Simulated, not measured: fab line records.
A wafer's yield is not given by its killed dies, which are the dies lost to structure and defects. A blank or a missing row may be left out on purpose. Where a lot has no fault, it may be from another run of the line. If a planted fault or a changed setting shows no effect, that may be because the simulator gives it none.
Struck lot and sound lot, side by side ; flow n5-finfet ; 14 steps out of a route of 1938
Sound: the wafers L838.1, L838.4, L838.5. Wafers struck: L836.4, L836.5, L836.6. The cause is given at the end.
Per side, at each step with rows, come the tool, then ch with its chambers, and then its first start. Under that, the readings that differ: sound wafers ; struck wafers ; difference of the means ; sigmas: that difference in standard deviations of wafers without a fault.
alike: a reading whose means differ by less than 2 such deviations, as well as words and numbers matching on both sides. not compared: withheld readings; readings where some wafer has no value; bounds like >300 that might hide an equal value; numbers whose values overlap and for which the record gives no deviation.
Wherever a step has rows on one side only, a row that says differs or no value, or a row with sigmas, the two part there. When numbers do not overlap yet have no deviation, they are printed without sigmas and do not part them. Lack of a reading on every wafer of one side parts them only where that side has two or more wafers.

N5_MOL_CONTACT_COAG_PRE_CLEAN_141: time 60 s.
  sound: pvd-sputter-02 at day 9 16:36; struck: pvd-sputter-03 at day 9 08:49
  alike: heater-power-w
N5_MOL_CONTACT_COAG_SPUTTER_143: material Co, target thk 2.5 nm.
  sound: pvd-sputter-02 at day 9 16:40; struck: pvd-sputter-03 at day 9 08:52
  alike: throttle-valve-pct
then, 2 steps without rows for these wafers: N5_MOL_CONTACT_COAG_CO_FILL_22 (material Co, precursor CCTBA/H2, target thk 20 nm); N5_MOL_CONTACT_COAG_ANNEAL_113 (time 300 s).
N5_MOL_CONTACT_COAG_PRE_CLEAN_142: time 60 s.
  sound: pvd-sputter-03 at day 9 19:14; struck: pvd-sputter-02 at day 9 10:53
  alike: heater-power-w
N5_MOL_CONTACT_COAG_SPUTTER_130: material Co, target thk 47.5 nm.
  sound: pvd-sputter-03 at day 9 19:17; struck: pvd-sputter-02 at day 9 10:56
  alike: throttle-valve-pct
then, 4 steps without rows for these wafers: N5_MOL_CONTACT_COAG_PRECLEAN_125 (cleans in DIW, time 57.5 s); N5_MOL_CONTACT_COAG_SRD_126 (dry time 32 s); N5_MOL_CONTACT_COAG_CMP_23 (polishes, stops on SiO2, t overpolish 1.5 s, target thk 0 nm); N5_MOL_CONTACT_COAG_WET_ETCH_26 (target Co, target depth 13 nm).
N5_MOL_CONTACT_COAG_WET_ETCH_116: etches the open film in SC1-inhibited, target depth 4.6 nm, rinse time 30 s.
  sound on wet-bench-05 ch 3,6,7, day 9 19:58; struck on wet-bench-06 ch 3,4,7, day 9 11:37
  no value came back on the struck wafers for rinse-temp-c (C), rinse-time-s (s); on the sound wafers rinse-temp-c (C) reads 23.26 22.74 22.99
N5_MOL_CONTACT_COAG_ALD_27: deposits SiOC, target thk 17 nm, pulse time 1.5 s, time 2720 s.
  sound on ald-sin-04 ch 1,2, day 9 20:17; struck on ald-sin-04 ch 0,2,3, day 9 11:56
reading;sound;struck;difference;sigmas
precursor-pulse-height-rel;1.014 1.033 1.016;0.994 0.957 0.992;-0.040;-2
  alike: heater-power-w
  not compared: since-wet-clean-h
N5_BEOL_M4_RC_MEAS_101:
  the record has rows for the sound wafers here (prober-01 ch 0, day 14 08:52) and none for the struck ones
-- the record jumps here: 9 days lie between the struck wafers' starts before and after (it left off in module BEOL_M4 and takes up again in module PASSIVATION, whose first step shown is number 1936 of the route) --
N5_PASSIVATION_PROBE_49:
  the record has rows for the struck wafers here (prober-01, day 18 17:14) and none for the sound ones

## WHERE THEY PART
At N5_MOL_CONTACT_COAG_WET_ETCH_116 first; at N5_PASSIVATION_PROBE_49 last (within this record only).

WHY: what had been put in by the simulator
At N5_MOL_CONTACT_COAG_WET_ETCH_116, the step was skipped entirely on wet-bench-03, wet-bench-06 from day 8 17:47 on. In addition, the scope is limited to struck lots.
